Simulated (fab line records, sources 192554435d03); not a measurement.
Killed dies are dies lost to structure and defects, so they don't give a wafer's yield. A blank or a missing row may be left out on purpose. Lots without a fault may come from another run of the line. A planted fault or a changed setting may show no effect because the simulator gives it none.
Chamber matching | flow n5_finfet | N5_BEOL_M10_STRIP_36 on rie_diel-05: 4 sister chambers
The step strips in N2/H2. 8 wafers are shown with their chamber, then 9 later ones without.

WAFERS WITH THEIR CHAMBER
wafer  | chamber | showerhead_plenum_p_Torr (Torr) | oes_product_au (a.u.)
L077.2 | 1       | 2.63                            | 0.68
L076.1 | 1       | 2.63                            | 0.70
L078.3 | 0       | 2.68                            | 0.83
L080.4 | 0       | 2.68                            | 0.83
L080.6 | 2       | 2.56                            | 0.82
L082.2 | 3       | 2.45                            | 0.79
L082.3 | 2       | 2.56                            | 0.82
L082.6 | 3       | 2.44                            | 0.82

WAFERS WITHOUT THEIR CHAMBER
wafer  | showerhead_plenum_p_Torr (Torr) | oes_product_au (a.u.)
L088.1 | 2.55                            | 0.78
L088.4 | 2.62                            | 0.66
L088.5 | 2.44                            | 0.79
L089.1 | 2.55                            | 0.80
L089.3 | 2.67                            | 0.80
L089.6 | 2.67                            | 0.80
L092.1 | 2.61                            | 0.66
L092.2 | 2.67                            | 0.80
L092.3 | 2.55                            | 0.79

WHICH CHAMBER EACH WENT THROUGH
wafer  | from the rows above | in truth
L088.1 | 2                   | 2
L088.4 | 1                   | 1
L088.5 | 3                   | 3
L089.1 | 2                   | 2
L089.3 | 0                   | 0
L089.6 | 0                   | 0
L092.1 | 1                   | 1
L092.2 | 0                   | 0
L092.3 | 2                   | 2
Placed correctly: 9 of 9. Can't be placed from these rows: 0. Placed wrongly: 0.
How it was worked out, from the rows above alone: a wafer's distance from a chamber is the root of the sum, over the readings, of the square of ((its reading less the chamber's mean) divided by the reading's scatter). The wafer belongs to the nearest chamber; if the next one is less than 2 further off, it can't be placed. A chamber's mean is the mean of its shown wafers. The scatter: the root of (the sum of the squares of (reading less its chamber's mean) over the shown wafers, divided by (wafers less chambers)).
